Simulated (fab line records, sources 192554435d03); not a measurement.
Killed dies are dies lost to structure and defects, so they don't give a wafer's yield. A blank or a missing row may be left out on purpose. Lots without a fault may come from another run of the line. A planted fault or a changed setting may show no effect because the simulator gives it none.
Chamber matching | flow n5_finfet | N5_FIN_SAQP_HM_DEP_03 on pecvd-02: 3 sister chambers
The step deposits SiNx from SiH4/NH3/N2, target thk 38 nm, time 33.6 s. 3 wafers are shown with their chamber, then 10 later ones without.

WAFERS WITH THEIR CHAMBER
wafer  | chamber | throttle_valve_pct (%)
L084.5 | 0       | 41.9
L086.2 | 2       | 37.7
L086.3 | 1       | 43.3

WAFERS WITHOUT THEIR CHAMBER
wafer  | throttle_valve_pct (%)
L086.4 | 43.3
L089.2 | 42.1
L089.3 | 37.8
L089.5 | 41.8
L091.1 | 38.0
L091.3 | 43.3
L091.6 | 43.4
L097.1 | 41.7
L097.2 | 43.3
L097.5 | 43.6

WHICH CHAMBER EACH WENT THROUGH
wafer  | from the rows above | in truth
L086.4 | 1                   | 1
L089.2 | 0                   | 0
L089.3 | 2                   | 2
L089.5 | 0                   | 0
L091.1 | 2                   | 2
L091.3 | 1                   | 1
L091.6 | 1                   | 1
L097.1 | 0                   | 0
L097.2 | 1                   | 1
L097.5 | 1                   | 1
Placed correctly: 10 of 10. Can't be placed from these rows: 0. Placed wrongly: 0.
How it was worked out, from the rows above alone: a wafer's distance from a chamber is the root of the sum, over the readings, of the square of ((its reading less the chamber's mean) divided by the reading's scatter). The wafer belongs to the nearest chamber; if the next one is less than 2 further off, it can't be placed. A chamber's mean is the mean of its shown wafers. The scatter: with one shown wafer a chamber, the root of the mean of the squares of how far each hidden wafer lies from its nearest shown one.
